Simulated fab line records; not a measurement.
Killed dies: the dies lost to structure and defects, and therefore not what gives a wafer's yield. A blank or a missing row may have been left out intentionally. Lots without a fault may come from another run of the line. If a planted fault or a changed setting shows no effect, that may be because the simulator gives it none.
Chamber matching ; flow n5 finfet ; N5_ZERO_LAYER_DESCUM_16 on rie diel-06 has 4 sister chambers
The step chemistry O2, time 7.9 s. 4 wafers are shown with their chamber, then 9 later ones without.

WAFERS PAIRED WITH THEIR CHAMBERS
wafer;chamber;showerhead plenum p Torr (Torr)
L078.1;0;2.08
L080.1;3;2.07
L088.1;1;2.19
L088.4;2;2.08

WAFERS WITHOUT THEIR CHAMBER
wafer;showerhead plenum p Torr (Torr)
L089.1;2.08
L089.5;2.08
L089.6;2.07
L093.2;2.18
L093.3;2.07
L093.4;2.08
L094.2;2.07
L094.3;2.18
L094.4;2.06

THE CHAMBER EACH PASSED THROUGH
wafer;from the rows above;in truth
L089.1;can't be placed: 0 or 2 or 3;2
L089.5;can't be placed: 0 or 2 or 3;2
L089.6;can't be placed: 3 or 0 or 2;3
L093.2;1;1
L093.3;can't be placed: 3 or 0 or 2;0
L093.4;can't be placed: 0 or 2 or 3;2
L094.2;can't be placed: 3 or 0 or 2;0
L094.3;1;1
L094.4;can't be placed: 3 or 0 or 2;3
Correct placement for 2 of the 9. Not placeable from these rows: 7 (in 7, the candidates include the true chamber). Placed wrongly: 0.
How it was worked out, from the rows above alone: a wafer's distance from a chamber is the root of the sum, over the readings, of the square of ((its reading less the chamber's mean) divided by the reading's scatter). The wafer belongs to the nearest chamber; if the next one is less than 2 further off, it can't be placed. For every chamber, the mean is computed from those of its wafers that are shown. The scatter: root of mean squared gap, hidden wafer to nearest shown wafer, with one shown wafer a chamber.
